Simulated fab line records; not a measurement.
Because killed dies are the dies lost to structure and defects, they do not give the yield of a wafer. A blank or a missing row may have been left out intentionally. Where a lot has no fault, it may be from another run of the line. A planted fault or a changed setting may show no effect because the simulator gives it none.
What tool caused it? | flow n5_finfet | 14 lots with 40 wafers sampled at 3 steps, on a route of 1938 steps

WHAT THE GAUGES SHOWED, per wafer
N5_BEOL_M10_CD_MEAS_28: target cd 70 nm. Usual: cd_nm 69.9 nm, standard deviation 1.
lot  | measured     | on        | cd_nm (nm)     | flag
L177 | day 10 09:26 | cd_sem-02 | - - -          | OFF
L178 | day 10 19:10 | cd_sem-01 | - - -          | OFF
L182 | day 11 15:50 | cd_sem-02 | 68.7 69.3 67.9 |
L184 | day 12 06:58 | cd_sem-02 | 70.5 69.3      |
L185 | day 12 13:41 | cd_sem-03 | 71.1 70.5 70.9 |
L187 | day 12 14:37 | cd_sem-01 | 70.4 70.3 70.8 |
L186 | day 12 20:02 | cd_sem-02 | 70.5 72.0 70.1 |
L188 | day 13 03:06 | cd_sem-03 | 68.7 69.8      |
L189 | day 13 18:02 | cd_sem-01 | 68.9 68.5 68.7 |
L190 | day 13 22:19 | cd_sem-01 | 68.3 69.1 69.4 |
L192 | day 14 11:52 | cd_sem-01 | 70.1 70.8 70.7 |
L193 | day 14 14:16 | cd_sem-01 | 69.8 70.1 69.1 |
L195 | day 14 20:33 | cd_sem-02 | 69.9 68.9 71.0 |
L196 | day 15 04:48 | cd_sem-02 | 70.8 69.9 69.2 |

WHAT TOOL EACH LOT RAN ON (gives the tool, then ch and the chambers of the sampled wafers, and finally the start)
lot  | N5_BEOL_M10_HM_OPEN_17            | N5_BEOL_M10_EXPOSE_25
L177 | rie_metal-03 ch 0,1, day 10 08:59 | arfi_scanner-01, day 10 09:19
L178 | rie_metal-02 ch 0,1, day 10 17:07 | arfi_scanner-01, day 10 19:02
L182 | rie_metal-02 ch 0,1, day 11 14:52 | arfi_scanner-03 ch 0, day 11 15:43
L184 | rie_metal-02 ch 0,1, day 12 06:19 | arfi_scanner-03 ch 0, day 12 06:51
L185 | rie_metal-02 ch 0,1, day 12 13:07 | arfi_scanner-02 ch 0, day 12 13:34
L187 | rie_metal-03 ch 0,1, day 12 13:38 | arfi_scanner-01 ch 0, day 12 14:30
L186 | rie_metal-01 ch 1, day 12 19:03   | arfi_scanner-01 ch 0, day 12 19:54
L188 | rie_metal-02 ch 0,1, day 13 01:34 | arfi_scanner-02 ch 0, day 13 02:59
L189 | rie_metal-01 ch 0,1, day 13 17:23 | arfi_scanner-03 ch 0, day 13 17:54
L190 | rie_metal-01 ch 0,1, day 13 20:14 | arfi_scanner-02 ch 0, day 13 22:11
L192 | rie_metal-02 ch 0,1, day 14 09:20 | arfi_scanner-02 ch 0, day 14 11:44
L193 | rie_metal-03 ch 0,1, day 14 13:40 | arfi_scanner-03 ch 0, day 14 14:07
L195 | rie_metal-03 ch 0,1, day 14 19:22 | arfi_scanner-02 ch 0, day 14 20:25
L196 | rie_metal-03 ch 0,1, day 15 03:19 | arfi_scanner-03 ch 0, day 15 04:41
- N5_BEOL_M10_HM_OPEN_17: chemistry Cl2/BCl3, target TiN, target depth 20 nm, overetch 6 nm.
- N5_BEOL_M10_EXPOSE_25: exposes mask V9.

AS READ BY THE TOOLS THEMSELVES (means over the sampled wafers that have a number; for cases with no such wafer, the mark the record gives instead)
N5_BEOL_M10_HM_OPEN_17. Usual: chamber_pressure_mTorr 9.998 mTorr, standard deviation 0.0099; drypump_motor_current_A 6.0 A, standard deviation 0.49; oes_product_au 0.68 a.u., standard deviation 0.033; throttle_valve_pct 22.13 %, standard deviation 0.2.
lot  | tool         | chamber_pressure_mTorr (mTorr) | drypump_motor_current_A (A) | oes_product_au (a.u.) | throttle_valve_pct (%) | flag
L177 | rie_metal-03 | 9.999                          | 6.3                         | 0.74                  | 22.36                  |
L178 | rie_metal-02 | 9.997                          | 6.0                         | 0.66                  | 22.00                  |
L182 | rie_metal-02 | 10.011                         | 5.6                         | 0.67                  | 22.07                  |
L184 | rie_metal-02 | 9.998                          | 5.8                         | 0.68                  | 22.02                  |
L185 | rie_metal-02 | 9.998                          | 6.0                         | 0.66                  | 21.99                  |
L187 | rie_metal-03 | 9.995                          | 6.4                         | 0.70                  | 22.23                  |
L186 | rie_metal-01 | 9.999                          | 5.8                         | 0.65                  | 22.16                  |
L188 | rie_metal-02 | 10.000                         | 5.8                         | 0.67                  | 22.02                  |
L189 | rie_metal-01 | 10.006                         | 5.8                         | 0.65                  | 22.13                  |
L190 | rie_metal-01 | 10.003                         | 5.8                         | 0.65                  | 22.11                  |
L192 | rie_metal-02 | 10.000                         | 5.6                         | 0.67                  | 22.07                  |
L193 | rie_metal-03 | 9.998                          | 6.4                         | 0.69                  | 22.24                  |
L195 | rie_metal-03 | 9.999                          | 6.3                         | 0.70                  | 22.38                  |
L196 | rie_metal-03 | 9.997                          | 6.2                         | 0.70                  | 22.40                  |

N5_BEOL_M10_EXPOSE_25. Usual: exposure_dose_mJ_cm2 85.42, standard deviation 0.092; focus_offset_nm 0.0 nm, standard deviation 0.55.
lot  | tool            | exposure_dose_mJ_cm2 | focus_offset_nm (nm) | flag
L177 | arfi_scanner-01 | -                    | -                    | OFF
L178 | arfi_scanner-01 | -                    | -                    | OFF
L182 | arfi_scanner-03 | 85.46                | -0.5                 |
L184 | arfi_scanner-03 | 85.47                | 0.4                  |
L185 | arfi_scanner-02 | 85.41                | 0.3                  |
L187 | arfi_scanner-01 | 85.47                | -1.1                 |
L186 | arfi_scanner-01 | 85.27                | 0.1                  |
L188 | arfi_scanner-02 | 85.39                | 0.3                  |
L189 | arfi_scanner-03 | 85.47                | -0.4                 |
L190 | arfi_scanner-02 | 85.43                | -0.6                 |
L192 | arfi_scanner-02 | 85.32                | 0.0                  |
L193 | arfi_scanner-03 | 85.47                | 0.6                  |
L195 | arfi_scanner-02 | 85.47                | -0.5                 |
L196 | arfi_scanner-03 | 85.57                | -0.6                 |

THE ANSWER, worked out from the rows above alone
Rule: a lot counts as off when the mean over its wafers that have a number is more than 3 standard deviations away from the usual mean. Also off: a lot with no number at a reading for which 4 or more lots have one. Where the step has rows for the other lots, those lots are counted as sound. First the gauges in route order, then the tools' own readings, where a lot's mean is used as printed above. The first step at which some lot is off is used, and at that step the reading that is off furthest; a lot without a number counts as furthest.
Off: L177, L178 (N5_BEOL_M10_CD_MEAS_28, cd_nm). Without a number there: L177, L178.
If a tool, at a process step before that reading, ran all the lots that are off and no sound lot after the first of them, it fits. Not tried: the gauges at N5_BEOL_M10_CD_MEAS_28; whatever is off there is also off at N5_BEOL_M10_EXPOSE_25, on other tools, and gauge error can't account for it. None of those tried fits.

WHAT WAS PUT IN BY THE SIMULATOR
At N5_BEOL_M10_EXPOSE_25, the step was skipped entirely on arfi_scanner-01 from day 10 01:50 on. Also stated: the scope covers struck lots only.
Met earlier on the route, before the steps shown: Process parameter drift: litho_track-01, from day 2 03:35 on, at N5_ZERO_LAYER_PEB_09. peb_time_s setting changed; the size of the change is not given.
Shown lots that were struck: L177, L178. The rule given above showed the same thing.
